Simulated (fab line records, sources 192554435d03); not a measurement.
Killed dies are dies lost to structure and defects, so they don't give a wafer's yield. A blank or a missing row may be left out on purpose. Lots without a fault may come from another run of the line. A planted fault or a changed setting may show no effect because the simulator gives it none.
Split-lot experiment | flow n5_finfet | 7 lots, 39 wafers read, on a route of 1938 steps

THE SPLIT
At N5_MOL_CONTACT_COAG_ETCHBACK_136 (etches SiO2 in CHF3, target depth 25 nm, time 16.7 s), the setting target_depth_a was moved away from the recipe's 250 angstrom on 18 of the 39 wafers read, by -12.8% to +13.2%. The other wafers ran this setting at the recipe's value.

FROM THE SPLIT TO THE READING: what the file shows between them, 1 step
- N5_MOL_CONTACT_COAG_STRIP_120: strips in CHF3

THE READING
MOL_CONTACT_COAG.feature_depth_nm (the simulator's own value, which no gauge read), in nm, at N5_MOL_CONTACT_COAG_VIA_ETCH_117 (etches SiO2 in C4F6/O2, target depth 40 nm, overetch 8 nm, time 26 s). The file gives no usual value for it. The 21 wafers here that ran the recipe average 40.1 nm, standard deviation 0.25 nm.

wafer  | tool, chamber at the split | target_depth_a as run, angstrom | against the recipe | MOL_CONTACT_COAG.feature_depth_nm, nm | against lot-mates on the recipe
L074.1 | rie_diel-02, 0,3,1         | 282.9                           | +13.2%             | 36.8                                  | -3.3
L074.3 | rie_diel-02, 0,3,1         | 282.9                           | +13.2%             | 36.8                                  | -3.3
L074.2 | rie_diel-02, 2,0,3         | 250                             | recipe             | 39.8                                  | -
L074.4 | rie_diel-02, 0,3,1         | 282.9                           | +13.2%             | 37.6                                  | -2.5
L074.5 | rie_diel-02, 2,0,3         | 250                             | recipe             | 40.2                                  | -
L074.6 | rie_diel-02, 2,0,3         | 250                             | recipe             | 40.4                                  | -
L075.1 | rie_diel-05, 2,1,3         | 250                             | recipe             | 40.2                                  | -
L075.3 | rie_diel-05, 2,1,3         | 250                             | recipe             | 40.6                                  | -
L075.4 | rie_diel-05, 2,1,3         | 250                             | recipe             | 40.4                                  | -
L080.1 | rie_diel-05, 0,2,3         | 250                             | recipe             | 40                                    | -
L080.2 | rie_diel-05, 0,2,3         | 250                             | recipe             | 39.8                                  | -
L080.3 | rie_diel-05, 1,0,3         | 267.9                           | +7.2%              | 38.6                                  | -1.3
L080.4 | rie_diel-05, 0,2,3         | 250                             | recipe             | 40                                    | -
L080.5 | rie_diel-05, 1,0,3         | 267.9                           | +7.2%              | 38.2                                  | -1.7
L080.6 | rie_diel-05, 1,0,3         | 267.9                           | +7.2%              | 38.4                                  | -1.5
L085.1 | rie_diel-04, 2,3,0         | 217.9                           | -12.8%             | 43                                    | +3.0
L085.2 | rie_diel-04, 1,0,1         | 250                             | recipe             | 40.2                                  | -
L085.3 | rie_diel-04, 1,0,1         | 250                             | recipe             | 40                                    | -
L085.4 | rie_diel-04, 2,3,0         | 217.9                           | -12.8%             | 43                                    | +3.0
L085.5 | rie_diel-04, 1,0,1         | 250                             | recipe             | 39.8                                  | -
L085.6 | rie_diel-04, 2,3,0         | 217.9                           | -12.8%             | 43                                    | +3.0
L087.1 | rie_diel-04, 1,2,2         | 281                             | +12.4%             | 37.2                                  | -2.9
L087.2 | rie_diel-04, 3,0,1         | 250                             | recipe             | 39.8                                  | -
L087.3 | rie_diel-04, 1,2,2         | 281                             | +12.4%             | 36.8                                  | -3.3
L087.4 | rie_diel-04, 3,0,1         | 250                             | recipe             | 40                                    | -
L087.5 | rie_diel-04, 3,0,1         | 250                             | recipe             | 40.4                                  | -
L087.6 | rie_diel-04, 1,2,2         | 281                             | +12.4%             | 36.8                                  | -3.3
L091.1 | rie_diel-04, 0,0,3         | 264.5                           | +5.8%              | 38.6                                  | -1.3
L091.2 | rie_diel-04, 1,3,2         | 250                             | recipe             | 40                                    | -
L091.3 | rie_diel-04, 1,3,2         | 250                             | recipe             | 39.8                                  | -
L091.4 | rie_diel-04, 1,3,2         | 250                             | recipe             | 39.8                                  | -
L091.5 | rie_diel-04, 0,0,3         | 264.5                           | +5.8%              | 38.4                                  | -1.5
L091.6 | rie_diel-04, 0,0,3         | 264.5                           | +5.8%              | 38.4                                  | -1.5
L097.1 | rie_diel-02, 0,1,2         | 250                             | recipe             | 40.4                                  | -
L097.2 | rie_diel-02, 0,1,2         | 250                             | recipe             | 39.8                                  | -
L097.3 | rie_diel-02, 3,2,1         | 276.8                           | +10.7%             | 37.8                                  | -2.3
L097.4 | rie_diel-02, 3,2,1         | 276.8                           | +10.7%             | 37.6                                  | -2.5
L097.5 | rie_diel-02, 0,1,2         | 250                             | recipe             | 40                                    | -
L097.6 | rie_diel-02, 3,2,1         | 276.8                           | +10.7%             | 37                                    | -3.1
Where a row lists several chambers, the file gives one row for several wafers and doesn't say which wafer went through which chamber.

THE FIT
A straight line over all 39 wafers: MOL_CONTACT_COAG.feature_depth_nm changes by -0.237 nm for each +1% of target_depth_a; r = -0.99; the points scatter about the line by 0.27 nm.
The same after taking each lot's own level away (the mean of its wafers on the recipe; 39 wafers): -0.238 nm for each +1%; r = -0.99; scatter 0.23 nm.
On that fit, the largest move of target_depth_a shifts the reading by 3.1 nm.
The lots' own levels span 39.87 to 40.40 nm, that is 2.1 times the standard deviation above.
So the lot-to-lot level changes the slope little: the two slopes agree.
Check: with one of the wafers moved furthest among these (+13.2%) left out of the fit, the line predicts -3.12 nm for it against its lot-mates. It came out at -3.33 nm against them.

OTHER SPLITS ON THESE WAFERS
These wafers also went through other splits before the reading. Each is held against what the fit with the lots' levels taken away leaves over:
other split on the same wafers | wafers away from the commonest value | r with MOL_CONTACT_COAG.feature_depth_nm (lot level and that fit taken away)
N5_FIN_SAQP_ETCH_52 source_w   | 15                                   | +0.00

THE WHOLE CHAIN: every reading that the file lists as answering this split, in the file's order
step                             | what it does                                                         | reading                                                                            | change (the file's fit)               | r (the file's)
N5_MOL_CONTACT_COAG_VIA_ETCH_117 | etches SiO2 in C4F6/O2, target depth 40 nm, overetch 8 nm, time 26 s | etch.depth_nm (the simulator's own value, which no gauge read)                     | -0.239 nm for each +1% of the setting | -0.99
N5_MOL_CONTACT_COAG_VIA_ETCH_117 | etches SiO2 in C4F6/O2, target depth 40 nm, overetch 8 nm, time 26 s | MOL_CONTACT_COAG.feature_depth_nm (the simulator's own value, which no gauge read) | -0.238 nm for each +1% of the setting | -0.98

THE FILE'S OWN FIT
MOL_CONTACT_COAG.feature_depth_nm changes by -0.238 nm for each +1% of target_depth_a, r = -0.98.
